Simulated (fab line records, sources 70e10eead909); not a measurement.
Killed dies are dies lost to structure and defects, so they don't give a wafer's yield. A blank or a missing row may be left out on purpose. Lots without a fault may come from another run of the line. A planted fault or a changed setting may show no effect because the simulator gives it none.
Chamber matching | flow nand_harc | NHARC_P_CONTACT_DESCUM_17 on rie_diel-02: 4 sister chambers
The step chemistry O2, time 3 s. 4 wafers are shown with their chamber, then 9 later ones without.

WAFERS WITH THEIR CHAMBER
wafer  | chamber | drypump_motor_current_A (A)
L088.5 | 2       | 5.4
L088.6 | 3       | 5.6
L090.1 | 0       | 5.4
L090.5 | 1       | 6.0

WAFERS WITHOUT THEIR CHAMBER
wafer  | drypump_motor_current_A (A)
L091.3 | 6.1
L091.4 | 5.5
L091.6 | 5.4
L092.1 | 5.6
L092.2 | 6.1
L092.3 | 5.5
L095.2 | 6.1
L095.3 | 5.4
L095.6 | 5.4

WHICH CHAMBER EACH WENT THROUGH
wafer  | from the rows above          | in truth
L091.3 | 1                            | 1
L091.4 | can't be placed: 0 or 2 or 3 | 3
L091.6 | can't be placed: 0 or 2      | 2
L092.1 | 3                            | 3
L092.2 | 1                            | 1
L092.3 | can't be placed: 0 or 2 or 3 | 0
L095.2 | 1                            | 1
L095.3 | can't be placed: 0 or 2      | 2
L095.6 | can't be placed: 0 or 2      | 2
Placed correctly: 4 of 9. Can't be placed from these rows: 5 (the true chamber is among the candidates in 5). Placed wrongly: 0.
How it was worked out, from the rows above alone: a wafer's distance from a chamber is the root of the sum, over the readings, of the square of ((its reading less the chamber's mean) divided by the reading's scatter). The wafer belongs to the nearest chamber; if the next one is less than 2 further off, it can't be placed. A chamber's mean is the mean of its shown wafers. The scatter: with one shown wafer a chamber, the root of the mean of the squares of how far each hidden wafer lies from its nearest shown one.
